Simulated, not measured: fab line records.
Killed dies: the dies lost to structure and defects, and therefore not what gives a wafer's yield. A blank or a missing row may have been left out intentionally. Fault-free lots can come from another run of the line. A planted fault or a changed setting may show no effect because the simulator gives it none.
3 desks looking at one fault :: flow nand_harc :: only its own numbers are on each desk; what lay behind them is given at the end

## TOOL OWNER'S DESK, rie_metal-03
The tool's own readings at NHARC_THIN_TSV_ETCH_59 (etches the open film in Cl2/BCl3, target depth 880 nm, time 138.1 s): means of the sampled wafers that have a number, for each lot that ran on this tool. The brackets show how far a lot's mean lies from the usual mean; more than 4 standard deviations puts the lot out of limits, marked OUT.
Columns: A = drypump_motor_current_A at NHARC_THIN_TSV_ETCH_59, usual 5.8 A; B = oes_product_au at NHARC_THIN_TSV_ETCH_59, usual 1.008 a.u.; C = throttle_valve_pct at NHARC_THIN_TSV_ETCH_59, usual 22.264 %
lot: L376
first seen here: day 19 13:30
A: 5.8
B: 1.011
C: 22.263

lot: L381
first seen here: day 20 09:02
A: 5.4
B: 0.997
C: 22.265

lot: L386
first seen here: day 21 15:06
A: 6.2
B: 0.976
C: 22.266

lot: L387
first seen here: day 22 00:42
A: 6.2
B: 1.021
C: 22.259
This desk's verdict: no lot among the 4 shows anything out of limits.

## AT THE METROLOGY DESK
Means of the sampled wafers that have a number, per lot and without regard to the tool the lot ran on: this is what the gauges read. The brackets show how far a lot's mean lies from the usual mean; more than 4 standard deviations puts the lot out of limits, marked OUT.
Columns: A = overlay_x_nm at NHARC_A_BONDPAD_OVL_MEAS_35, usual 0 nm; B = overlay_y_nm at NHARC_A_BONDPAD_OVL_MEAS_35, usual -1 nm
lot: L376
first seen here: day 18 10:38
A: -1
B: -7

lot: L375
first seen here: day 18 13:40
A: 2
B: -4

lot: L379
first seen here: day 18 17:36
A: 2
B: 8

lot: L380
first seen here: day 19 01:10
A: -5
B: 0

lot: L382
first seen here: day 19 07:32
A: -8
B: -3

lot: L381
first seen here: day 19 08:42
A: -6
B: -8

lot: L386
first seen here: day 20 19:03
A: -9
B: 2

lot: L387
first seen here: day 21 02:26
A: -2
B: 1

lot: L391
first seen here: day 22 05:11
A: -14
B: -1

lot: L393
first seen here: day 22 06:46
A: 5
B: -13

lot: L394
first seen here: day 22 16:31
A: 12
B: 7

lot: L397
first seen here: day 23 09:25
A: 6
B: 1
This desk's verdict: no lot among the 12 shows anything out of limits.

## THE DEFECT DESK
Inspection counts along the route, by lot: the mean over sampled wafers that carry a number. The brackets show how far a lot's mean lies from the usual mean; more than 4 standard deviations puts the lot out of limits, marked OUT.
Columns: A = raw_defect_count at NHARC_THIN_TSV_INSPECT_40, usual 460
lot: L375
first seen here: day 19 18:13
A: 382

lot: L376
first seen here: day 19 18:13
A: 476

lot: L379
first seen here: day 19 22:47
A: 426

lot: L380
first seen here: day 20 05:23
A: 457

lot: L381
first seen here: day 20 13:28
A: 421

lot: L382
first seen here: day 20 13:28
A: 594

lot: L386
first seen here: day 21 19:01
A: 377

lot: L387
first seen here: day 22 05:17
A: 414

lot: L391
first seen here: day 23 11:35
A: 482

lot: L393
first seen here: day 23 11:35
A: 457

lot: L394
first seen here: day 23 20:32
A: 405

lot: L397
first seen here: day 24 21:40
A: 466
This desk's verdict: no lot among the 12 shows anything out of limits.

## TAKEN TOGETHER
Nothing out of limits was seen by the tool owner's desk.
The metrology desk saw nothing out of limits.
Nothing out of limits was seen by the defect desk.

## WHAT THE SIMULATOR HAD INSERTED
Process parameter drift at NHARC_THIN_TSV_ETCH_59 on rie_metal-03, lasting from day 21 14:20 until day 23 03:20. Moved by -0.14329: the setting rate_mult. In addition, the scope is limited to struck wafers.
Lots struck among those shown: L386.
